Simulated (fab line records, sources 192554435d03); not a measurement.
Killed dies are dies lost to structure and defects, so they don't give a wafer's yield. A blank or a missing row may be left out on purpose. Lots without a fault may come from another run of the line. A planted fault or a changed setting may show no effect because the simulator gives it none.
fab line records | flow n5_finfet | part 1 of 2: steps 1 to 27 of 37
record lots=5 wafers=15 last_day=16
route steps=1938 shown SD_EPI_N@284 SD_EPI_P@295
lots that met no fault: from a run of the same line without faults
start_h: hours from the record's first day to the start of the lot's first wafer shown | wait_h: hours since the lot's step before | " the same as in the row above | L1.1+2: a row that stands for several wafers | - no value, or no start given | * or withheld: withheld | < > ~ a bound
route shown NAME@n: a module of which the file shows steps, and the number in the route of the first | usual: mean/standard deviation of fault-free wafers | same: alike in all rows | chamber/n: place in a boat | sites: the reading at each site | _std_site: their standard deviation | _edge_site: outer sites' mean less inner sites' | radius_mm: how far each site lies from the wafer's centre | mask NAME#n: copy n | behind: the tool/chamber that last shaped the wafer | hold: why the lot was held/for how many hours/how that ended | device: the transistor (n, p or np) that didn't switch | end of line: the same wafers' tests at the end of the route | a step without rows: its recipe alone | killed: dies lost to structure and defects at the first sort, not the wafer's yield | map: a wafer's dies, x killed, . not, _ none there
set.NAME: the setting as run; set.NAME@STEP: as run at that earlier step | model.NAME: the simulator's own value behind a step, which no gauge read
lots at some steps of the route; a table a step, a row a wafer
services: from which hour (start_h, from the record's first day; less than 0 if before it) a tool's chamber was out of use, for how many hours, and why
## steps
# step N5_SD_EPI_N_STRIP_18
# recipe chemistry=SPM time_s=750 temp_c=130 h2so4_h2o2_vol_ratio=4
# columns lot.wafer tool chamber start_h wait_h
L078.2+3+6 wet_bench-04 4,7,3 72.85 0.0
L083.1+2+3 wet_bench-05 3,0,2 104.35 0.0
L084.1+3+5 wet_bench-04 2,1,5 111.56 0.0
L086.1+3+4 wet_bench-04 4,1,3 124.83 0.0
L087.1+4+5 wet_bench-05 5,3,4 129.40 0.0
# step N5_SD_EPI_N_SRD_20
# recipe dry=ipa_marangoni do_ppb=5 time_s=30 temp_c=23 rinse_liquid=diw
# columns lot.wafer tool chamber start_h wait_h
L078.2+3+6 wet_bench-04 4,7,3 73.06 0.0
L083.1+2+3 wet_bench-05 3,0,2 104.56 0.0
L084.1+3+5 wet_bench-04 2,1,5 111.79 0.0
L086.1+3+4 wet_bench-04 4,1,3 125.04 0.0
L087.1+4+5 wet_bench-05 5,3,4 129.60 0.0
# step N5_SD_EPI_N_PRECLEAN_48
# recipe chemistry=NF3:NH3 afs_cycles=2 temp_c=30 time_s=20 sublimation_temp_c=180 sublimation_time_s=60 pressure_torr=3 rf_power_w=30
# columns lot.wafer tool chamber start_h wait_h
L078.2+3+6 epi_rpcvd-03 0 73.17 0.1
L083.1+2+3 epi_rpcvd-03 0 104.61 0.0
L084.1+3+5 epi_rpcvd-03 0 111.84 0.0
L086.1+3+4 epi_rpcvd-01 0 125.09 0.0
L087.1+4+5 epi_rpcvd-02 0 129.65 0.0
# step N5_SD_EPI_N_VAPOR_ETCH_50
# recipe chemistry=HCl target=Si temp_c=775 time_s=54 pressure_torr=20 mode=isotropic
# usual throttle_valve_pct=11.6/0.42
# columns lot.wafer tool chamber start_h wait_h throttle_valve_pct
L078.2 epi_rpcvd-03 0 73.50 0.3 11.7
L078.3 " 0 " " 12.0
L078.6 " 0 " " 12.1
L083.1 epi_rpcvd-03 0 104.97 0.3 11.8
L083.2 " 0 " " 12.2
L083.3 " 0 " " 11.9
L084.1 epi_rpcvd-03 0 112.20 0.3 12.0
L084.3 " 0 " " 12.1
L084.5 " 0 " " 11.7
L086.1 epi_rpcvd-01 0 125.45 0.3 11.1
L086.3 " 0 " " 11.1
L086.4 " 0 " " 11.2
L087.1 epi_rpcvd-02 0 130.01 0.3 11.6
L087.4 " 0 " " 11.4
L087.5 " 0 " " 11.6
# step N5_SD_EPI_N_EPI_21
# recipe material=Si:P dopant=P temp_c=680 pressure_torr=255 time_s=690
# columns lot.wafer tool chamber start_h wait_h
L078.2+3+6 epi_rpcvd-03 0 73.93 0.4
L083.1+2+3 epi_rpcvd-03 0 105.15 0.1
L084.1+3+5 epi_rpcvd-03 0 112.38 0.1
L086.1+3+4 epi_rpcvd-01 0 125.63 0.1
L087.1+4+5 epi_rpcvd-02 0 130.19 0.1
# step N5_SD_EPI_N_EPI_MEAS_23
# recipe mode=xrd
# usual thk_nm=59.4/1.1
# columns lot.wafer tool chamber start_h wait_h thk_nm
L078.2 film_metro-01 - 75.37 1.2 59.9
L078.3 " - " " 61.1
L078.6 " - " " 57.1
L083.1 film_metro-01 - 106.88 1.5 61.9
L083.2 " - " " 62.3
L083.3 " - " " 59.9
L084.1 film_metro-01 - 114.10 1.4 60.2
L084.3 " - " " 59.0
L084.5 " - " " 59.8
L086.1 film_metro-01 - 127.36 1.5 58.7
L086.3 " - " " 57.8
L086.4 " - " " 58.0
L087.1 film_metro-02 - 131.93 1.5 60.0
L087.4 " - " " 58.1
L087.5 " - " " 59.7
# step N5_SD_EPI_N_PRECLEAN_24
# recipe chemistry=O3/DIW time_s=60 temp_c=22 o3_ppm=10
# columns lot.wafer tool chamber start_h wait_h
L078.2+3+6 wet_bench-04 3,0,6 75.40 0.0
L083.1+2+3 wet_bench-04 2,1,0 106.92 0.0
L084.1+3+5 wet_bench-04 5,7,3 114.13 0.0
L086.1+3+4 wet_bench-05 0,2,6 127.40 0.0
L087.1+4+5 wet_bench-05 2,1,3 131.96 0.0
# step N5_SD_EPI_N_SRD_25
# recipe time_s=30 temp_c=23 rinse_liquid=diw dry=ipa_marangoni
# columns lot.wafer tool chamber start_h wait_h
L078.2+3+6 wet_bench-04 3,0,6 75.42 0.0
L083.1+2+3 wet_bench-04 2,1,0 106.94 0.0
L084.1+3+5 wet_bench-04 5,7,3 114.15 0.0
L086.1+3+4 wet_bench-05 0,2,6 127.42 0.0
L087.1+4+5 wet_bench-05 2,1,3 131.98 0.0
# step N5_SD_EPI_N_PRECLEAN_49
# recipe chemistry=NF3:NH3 afs_cycles=1 temp_c=30 time_s=20 sublimation_temp_c=180 sublimation_time_s=60 pressure_torr=3 rf_power_w=30
# columns lot.wafer tool chamber start_h wait_h
L078.2+3+6 remote_plasma-02 0 75.50 0.1
L083.1+2+3 remote_plasma-02 1 107.02 0.1
L084.1+3+5 remote_plasma-02 0 114.51 0.3
L086.1+3+4 remote_plasma-02 1 127.46 0.0
L087.1+4+5 remote_plasma-01 1 132.03 0.0
# step N5_SD_EPI_N_LINER_46
# recipe material=SiNx target_thk_a=30 temp_c=400 ald_precursor_family=SiH2I2 ald_co_reactant=N2/H2-plasma pressure_torr=2
# usual heater_power_w=871/80
# columns lot.wafer tool chamber start_h wait_h heater_power_w
L078.2 ald_sin-03 0 75.93 0.4 869
L078.3 " 2 " " 883
L078.6 " 1 " " 908
L083.1 ald_sin-04 0 107.22 0.2 937
L083.2 " 1 " " 857
L083.3 " 2 " " 919
L084.1 ald_sin-04 3 114.71 0.2 741
L084.3 " 1 " " 863
L084.5 " 3 " " 720
L086.1 ald_sin-01 2 127.73 0.2 909
L086.3 " 3 " " 753
L086.4 " 1 " " 1008
L087.1 ald_sin-01 3 132.23 0.2 751
L087.4 " 1 " " 1015
L087.5 " 2 " " 904
# step N5_SD_EPI_N_INSPECT_26
# recipe inspect_instrument=darkfield mode=post_epi
# usual raw_defect_count=202/44
# columns lot.wafer tool chamber start_h wait_h raw_defect_count
L078.2 defect_inspect-02 - 76.18 0.1 185
L078.3 " - " " 203
L078.6 " - " " 187
L083.1 defect_inspect-02 - 107.47 0.1 203
L083.2 " - " " 223
L083.3 " - " " 186
L084.1 defect_inspect-01 - 114.96 0.1 189
L084.3 " - " " 194
L084.5 " - " " 157
L086.1 defect_inspect-02 - 127.98 0.1 191
L086.3 " - " " 230
L086.4 " - " " 187
L087.1 defect_inspect-02 - 132.48 0.1 275
L087.4 " - " " 217
L087.5 " - " " 171
# step N5_SD_EPI_P_COAT_34
# recipe resist=SOC temp_c=250 time_s=60 spin_rpm=1500 resist_thk_nm=350
# columns lot.wafer tool chamber start_h wait_h
L078.2+3+6 litho_track-05 0 76.21 0.0
L083.1+2+3 litho_track-05 0 107.50 0.0
L084.1+3+5 litho_track-05 0 114.99 0.0
L086.1+3+4 litho_track-04 0 128.01 0.0
L087.1+4+5 litho_track-05 0 132.51 0.0
# step N5_SD_EPI_P_COAT_35
# recipe resist=SiARC temp_c=220 time_s=60 spin_rpm=1500 resist_thk_nm=35
# columns lot.wafer tool chamber start_h wait_h
L078.2+3+6 litho_track-05 0 - -
L083.1+2+3 litho_track-05 0 - -
L084.1+3+5 litho_track-05 0 - -
L086.1+3+4 litho_track-04 0 - -
L087.1+4+5 litho_track-05 0 - -
# step N5_SD_EPI_P_COAT_03
# recipe resist=CAR-ArF-block spin_rpm=1500 resist_thk_nm=150
# columns lot.wafer tool chamber start_h wait_h
L078.2+3+6 litho_track-05 0 - -
L083.1+2+3 litho_track-05 0 - -
L084.1+3+5 litho_track-05 0 - -
L086.1+3+4 litho_track-04 0 - -
L087.1+4+5 litho_track-05 0 - -
# step N5_SD_EPI_P_EBR_05
# recipe solvent=PGMEA ebr_width_mm=1.5
# columns lot.wafer tool chamber start_h wait_h
L078.2+3+6 litho_track-05 0 - -
L083.1+2+3 litho_track-05 0 - -
L084.1+3+5 litho_track-05 0 - -
L086.1+3+4 litho_track-04 0 - -
L087.1+4+5 litho_track-05 0 - -
# step N5_SD_EPI_P_SOFTBAKE_04
# recipe temp_c=110 time_s=60 resist=CAR-ArF-block
# columns lot.wafer tool chamber start_h wait_h
L078.2+3+6 litho_track-05 0 - -
L083.1+2+3 litho_track-05 0 - -
L084.1+3+5 litho_track-05 0 - -
L086.1+3+4 litho_track-04 0 - -
L087.1+4+5 litho_track-05 0 - -
# step N5_SD_EPI_P_EXPOSE_06
# recipe mask_id=SD_P_BLK na=1.35 source_shape=conventional sigma_outer=0.8 polarization=unpolarized target_cd_nm=240 dose_mj=39.5
# columns lot.wafer tool chamber start_h wait_h mask
L078.2+3+6 arfi_scanner-03 0 76.33 - SD_P_BLK#0
L083.1+2+3 arfi_scanner-02 0 107.62 - SD_P_BLK#0
L084.1+3+5 arfi_scanner-03 0 115.24 - SD_P_BLK#0
L086.1+3+4 arfi_scanner-03 0 128.13 - SD_P_BLK#0
L087.1+4+5 arfi_scanner-01 0 132.76 - SD_P_BLK#0
# step N5_SD_EPI_P_PEB_07
# recipe peb_temp_c=110 peb_time_s=60 resist=CAR-ArF-block
# columns lot.wafer tool chamber start_h wait_h
L078.2+3+6 litho_track-05 0 76.38 0.0
L083.1+2+3 litho_track-02 0 107.67 0.1
L084.1+3+5 litho_track-04 0 115.29 0.1
L086.1+3+4 litho_track-05 0 128.19 0.1
L087.1+4+5 litho_track-05 0 132.81 0.1
# step N5_SD_EPI_P_DEVELOP_08
# recipe develop_time_s=30 developer=TMAH resist=CAR-ArF-block dev_temp_c=23 rinse_liquid=diw dry=air_spin
# columns lot.wafer tool chamber start_h wait_h
L078.2+3+6 litho_track-05 0 - -
L083.1+2+3 litho_track-02 0 - -
L084.1+3+5 litho_track-04 0 - -
L086.1+3+4 litho_track-05 0 - -
L087.1+4+5 litho_track-05 0 - -
# step N5_SD_EPI_P_CD_MEAS_09
# recipe target_cd_nm=240 landing_energy_ev=500 detector=se_inlens
# usual cd_nm=240.2/0.92
# columns lot.wafer tool chamber start_h wait_h cd_nm
L078.2 cd_sem-03 0 76.45 - 239.4
L078.3 " 0 " " 239.7
L078.6 " 0 " " 239.8
L083.1 cd_sem-01 0 107.74 - 240.8
L083.2 " 0 " " 240.4
L083.3 " 0 " " 240.3
L084.1 cd_sem-02 0 115.36 - 238.8
L084.3 " 0 " " 240.4
L084.5 " 0 " " 240.4
L086.1 cd_sem-03 0 128.26 - 239.0
L086.3 " 0 " " 240.0
L086.4 " 0 " " 239.6
L087.1 cd_sem-03 0 132.88 - 241.0
L087.4 " 0 " " 241.1
L087.5 " 0 " " 241.7
# step N5_SD_EPI_P_OVL_MEAS_10
# recipe points_per_wafer=44
# usual SD_P_BLK_OVL=0.2/0.75
# columns lot.wafer tool chamber start_h wait_h SD_P_BLK_OVL[nm]
L078.2 overlay-02 0 76.48 0.0 0.0
L078.3 " 0 " " -0.4
L078.6 " 0 " " 1.2
L083.1 overlay-02 0 107.77 0.0 -1.3
L083.2 " 0 " " -1.1
L083.3 " 0 " " 0.3
L084.1 overlay-01 0 115.39 0.0 0.6
L084.3 " 0 " " 0.2
L084.5 " 0 " " -0.1
L086.1 overlay-02 0 128.29 0.0 -0.4
L086.3 " 0 " " -0.3
L086.4 " 0 " " 0.5
L087.1 overlay-01 0 132.91 0.0 -0.7
L087.4 " 0 " " 0.0
L087.5 " 0 " " 0.0
# step N5_SD_EPI_P_INSPECT_11
# recipe mode=adi inspect_instrument=macro
# usual raw_defect_count=2.1/1.4
# columns lot.wafer tool chamber start_h wait_h raw_defect_count
L078.2 defect_inspect-02 - 76.50 0.0 3
L078.3 " - " " 0
L078.6 " - " " 2
L083.1 defect_inspect-01 - 107.80 0.0 0
L083.2 " - " " 2
L083.3 " - " " 2
L084.1 defect_inspect-01 - 115.41 0.0 8
L084.3 " - " " 1
L084.5 " - " " 2
L086.1 defect_inspect-01 - 128.31 0.0 3
L086.3 " - " " 4
L086.4 " - " " 3
L087.1 defect_inspect-01 - 132.93 0.0 1
L087.4 " - " " 3
L087.5 " - " " 2
# step N5_SD_EPI_P_DESCUM_14
# recipe chemistry=O2 time_s=7.9 source_power_w=50 bias_power_w=20 pressure_mtorr=20 rf_frequency_hz=2.712e+07 temp_c=40 resist=CAR-ArF-block o2_flow_sccm=225
# usual drypump_motor_current_A=6.0/0.4 o2_flow_sccm=225.1/0.59 oes_product_au=0.77/0.087 rf_vpp_V=243.2/1.2 showerhead_plenum_p_Torr=2.09/0.063 throttle_valve_pct=20.43/0.22
# columns lot.wafer tool chamber start_h wait_h drypump_motor_current_A o2_flow_sccm oes_product_au rf_hours_counter_h rf_vpp_V showerhead_plenum_p_Torr throttle_valve_pct
L078.2 rie_diel-03 1 76.54 0.0 5.8 225.0 0.68 231 243.8 2.05 20.47
L078.3 " 3 " " 6.4 225.7 0.71 177 245.5 2.17 20.46
L078.6 " 3 " " 6.4 225.0 0.72 - 244.5 2.17 20.44
L083.1 rie_diel-03 1 108.29 0.5 5.9 225.8 0.69 240 241.3 2.05 20.48
L083.2 " 3 " " 6.4 224.9 0.72 187 244.7 2.17 20.47
L083.3 " 2 " " 6.6 224.9 0.73 193 242.3 2.10 20.49
L084.1 rie_diel-03 2 115.45 0.0 6.6 224.8 0.73 195 242.5 2.10 20.51
L084.3 " 1 " " 5.8 225.5 0.68 241 242.3 2.05 20.49
L084.5 " 1 " " 5.8 225.1 0.69 - 242.7 2.05 20.49
L086.1 rie_diel-01 3 128.35 0.0 5.9 225.4 0.73 185 243.7 2.06 20.31
L086.3 " 1 " " 6.0 225.5 0.95 12 241.4 2.06 20.53
L086.4 " 0 " " 6.2 225.4 0.69 244 244.2 2.11 20.30
L087.1 rie_diel-01 3 133.12 0.2 5.9 225.8 0.73 187 242.5 2.06 20.31
L087.4 " 1 " " 6.1 224.8 0.94 13 242.4 2.06 20.52
L087.5 " 0 " " 6.2 224.7 0.70 - 245.0 2.11 20.30
# step N5_SD_EPI_P_ETCH_36
# recipe chemistry=CF4 target=SiARC target_depth_a=455 mask_material=CAR-ArF-block time_s=75.8 ion_energy_ev=80 pressure_mtorr=40 source_w=545 bias_w=36 Ar_flow_sccm=100 cf4_flow_sccm=100 ends=cleared
# usual drypump_motor_current_A=6.0/0.39 etch_rf_on_time_s=76.6/2.5 oes_product_au=0.65/0.069 rf_vpp_V=184.0/1 showerhead_plenum_p_Torr=2.14/0.058 throttle_valve_pct=15.67/0.22
# columns lot.wafer tool chamber start_h wait_h drypump_motor_current_A etch_rf_on_time_s oes_product_au rf_hours_counter_h rf_vpp_V showerhead_plenum_p_Torr throttle_valve_pct
L078.2 rie_diel-03 1 76.57 0.0 5.8 81.9 0.57 231 183.8 2.10 15.74
L078.3 " 3 " " 6.4 75.2 0.63 178 185.7 2.22 15.68
L078.6 " 3 " " 6.5 74.8 0.63 - 184.5 2.22 15.68
L083.1 rie_diel-03 1 108.32 0.0 5.8 81.4 0.57 240 183.4 2.10 15.77
L083.2 " 3 " " 6.4 74.1 0.62 187 184.9 2.22 15.69
L083.3 " 2 " " 6.6 74.6 0.63 193 183.7 2.11 15.60
L084.1 rie_diel-03 2 115.48 0.0 6.6 74.0 0.63 195 183.1 2.11 15.60
L084.3 " 1 " " 5.8 81.1 0.57 241 183.8 2.10 15.76
L084.5 " 1 " " 5.9 81.2 0.57 - 183.1 2.10 15.75
L086.1 rie_diel-01 3 128.38 0.0 5.9 79.9 0.60 185 182.6 2.14 15.75
L086.3 " 1 " " 6.1 78.1 0.79 12 183.4 2.11 15.60
L086.4 " 0 " " 6.2 79.1 0.59 244 184.3 2.19 15.80
L087.1 rie_diel-01 3 133.16 0.0 5.9 79.5 0.61 187 184.3 2.14 15.75
L087.4 " 1 " " 6.1 78.0 0.79 13 184.5 2.11 15.60
L087.5 " 0 " " 6.2 79.3 0.58 - 186.1 2.19 15.80
# step N5_SD_EPI_P_ETCH_37
# recipe chemistry=N2/H2 target=SOC overetch_a=1080 mask_material=SiARC temp_c=40 ion_energy_ev=100 source_w=3000 bias_w=133 pressure_mtorr=20 time_s=486 n2_flow_sccm=200 h2_flow_sccm=200 ends=end_point
# usual drypump_motor_current_A=6.0/0.4 oes_product_au=0.69/0.073 rf_vpp_V=240.7/1.2 showerhead_plenum_p_Torr=2.53/0.071 throttle_valve_pct=23.75/0.28
# columns lot.wafer tool chamber start_h wait_h drypump_motor_current_A oes_product_au rf_hours_counter_h rf_vpp_V showerhead_plenum_p_Torr throttle_valve_pct
L078.2 rie_diel-03 1 76.63 0.0 5.8 0.62 231 240.6 2.50 23.58
L078.3 " 3 " " 6.4 0.65 178 243.2 2.62 23.84
L078.6 " 3 " " 6.4 0.65 - 240.7 2.62 23.85
L083.1 rie_diel-03 1 108.38 0.0 5.8 0.61 240 240.5 2.50 23.58
L083.2 " 3 " " 6.5 0.64 187 240.8 2.62 23.84
L083.3 " 2 " " 6.6 0.66 193 238.8 2.52 23.74
L084.1 rie_diel-03 2 115.54 0.0 6.5 0.66 195 240.1 2.51 23.73
L084.3 " 1 " " 5.8 0.62 242 241.6 2.50 23.57
L084.5 " 1 " " 5.8 0.62 - 240.6 2.50 23.59
L086.1 rie_diel-01 3 128.44 0.0 5.9 0.65 185 240.8 2.52 24.00
L086.3 " 1 " " 6.1 0.85 12 239.3 2.49 23.79
L086.4 " 0 " " 6.2 0.63 244 241.6 2.57 23.59
L087.1 rie_diel-01 3 133.21 0.0 5.9 0.66 187 240.6 2.52 24.03
L087.4 " 1 " " 6.0 0.84 13 239.9 2.49 23.79
L087.5 " 0 " " 6.2 0.63 - 241.7 2.57 23.61
# step N5_SD_EPI_P_STRIP_38
# recipe chemistry=N2/H2 temp_c=40 n2_flow_sccm=200 h2_flow_sccm=200 rf_frequency_hz=6e+07
# columns lot.wafer tool chamber start_h wait_h
L078.2+3+6 rie_diel-03 1,3,3 76.94 0.2
L083.1+2+3 rie_diel-03 1,3,2 108.69 0.2
L084.1+3+5 rie_diel-03 2,1,1 115.85 0.2
L086.1+3+4 rie_diel-01 3,1,0 128.75 0.2
L087.1+4+5 rie_diel-01 3,1,0 133.53 0.2
# step N5_SD_EPI_P_ETCHBACK_46
# recipe chemistry=CH3F/O2 mode=anisotropic_etchback target=SiNx target_depth_a=175 stop_on=SiO2 over_etch_frac=0.3 ion_energy_ev=120 pressure_mtorr=30 source_w=395 bias_w=73 Ar_flow_sccm=150 CH3F_flow_sccm=30 O2_flow_sccm=20
# usual drypump_motor_current_A=6.0/0.4 oes_product_au=0.66/0.071 rf_vpp_V=298/9 showerhead_plenum_p_Torr=1.99/0.059 throttle_valve_pct=16.36/0.22
# same over_etch_frac=0.3
# columns lot.wafer tool chamber start_h wait_h drypump_motor_current_A oes_product_au rf_hours_counter_h rf_vpp_V showerhead_plenum_p_Torr throttle_valve_pct
L078.2 rie_diel-03 1 76.95 0.0 5.9 0.60 231 307 1.97 16.50
L078.3 " 3 " " 6.4 0.62 178 278 2.06 16.31
L078.6 " 3 " " 6.5 0.62 - 278 2.06 16.32
L083.1 rie_diel-03 1 108.70 0.0 5.9 0.59 240 305 1.96 16.50
L083.2 " 3 " " 6.4 0.62 187 278 2.06 16.33
L083.3 " 2 " " 6.5 0.63 193 304 1.96 16.23
L084.1 rie_diel-03 2 115.86 0.0 6.5 0.63 195 305 1.96 16.25
L084.3 " 1 " " 5.9 0.59 242 306 1.96 16.51
L084.5 " 1 " " 5.8 0.59 - 308 1.96 16.50
L086.1 rie_diel-01 3 128.76 0.0 5.9 0.62 185 297 1.99 16.43
L086.3 " 1 " " 6.1 0.81 12 297 1.96 16.28
L086.4 " 0 " " 6.2 0.60 244 293 2.05 16.53
L087.1 rie_diel-01 3 133.54 0.0 5.9 0.62 187 297 1.99 16.42
L087.4 " 1 " " 6.0 0.81 13 297 1.96 16.28
L087.5 " 0 " " 6.2 0.60 - 294 2.05 16.55
